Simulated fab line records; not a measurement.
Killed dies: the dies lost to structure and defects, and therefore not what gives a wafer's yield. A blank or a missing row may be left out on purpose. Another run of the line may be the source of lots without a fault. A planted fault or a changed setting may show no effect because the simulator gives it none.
Chamber matching | flow nand harc | NHARC_A_CHANNEL_FILL_D2_ALD_16 on ald hk-01 has 4 sister chambers
The step deposits SiO2, target thk 1.5 nm, pulse time 10 s, ald cycles 15. 4 wafers are shown with their chamber, then 11 later ones without.

== EACH WAFER AND ITS CHAMBER ==
wafer  | chamber | heater power w (W)
L082.2 | 2       | 459
L087.2 | 1       | 470
L092.5 | 0       | 417
L093.1 | 3       | 550

== WAFERS WITHOUT THEIR CHAMBER ==
wafer  | heater power w (W)
L093.2 | 415
L093.3 | 444
L094.2 | 543
L094.3 | 467
L094.5 | 419
L095.3 | 460
L095.5 | 568
L095.6 | 424
L097.3 | 418
L097.5 | 457
L097.6 | 444

== EACH ONE'S CHAMBER ==
wafer  | from the rows above          | in truth
L093.2 | 0                            | 0
L093.3 | can't be placed: 2 or 1 or 0 | 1
L094.2 | 3                            | 3
L094.3 | can't be placed: 1 or 2      | 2
L094.5 | 0                            | 0
L095.3 | can't be placed: 2 or 1      | 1
L095.5 | 3                            | 3
L095.6 | 0                            | 0
L097.3 | 0                            | 0
L097.5 | can't be placed: 2 or 1      | 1
L097.6 | can't be placed: 2 or 1 or 0 | 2
6 of 11 placed correctly. Unplaceable from these rows: 5, with the true chamber sitting among the candidates in 5. Number placed wrongly: 0.
How it was worked out, from the rows above alone: a wafer's distance from a chamber is the root of the sum, over the readings, of the square of ((its reading less the chamber's mean) divided by the reading's scatter). The wafer belongs to the nearest chamber; if the next one is less than 2 further off, it can't be placed. A chamber's mean is the mean of its shown wafers. The scatter (one wafer shown for each chamber): square how far every hidden wafer sits from the nearest shown wafer, average those squares and take the square root.
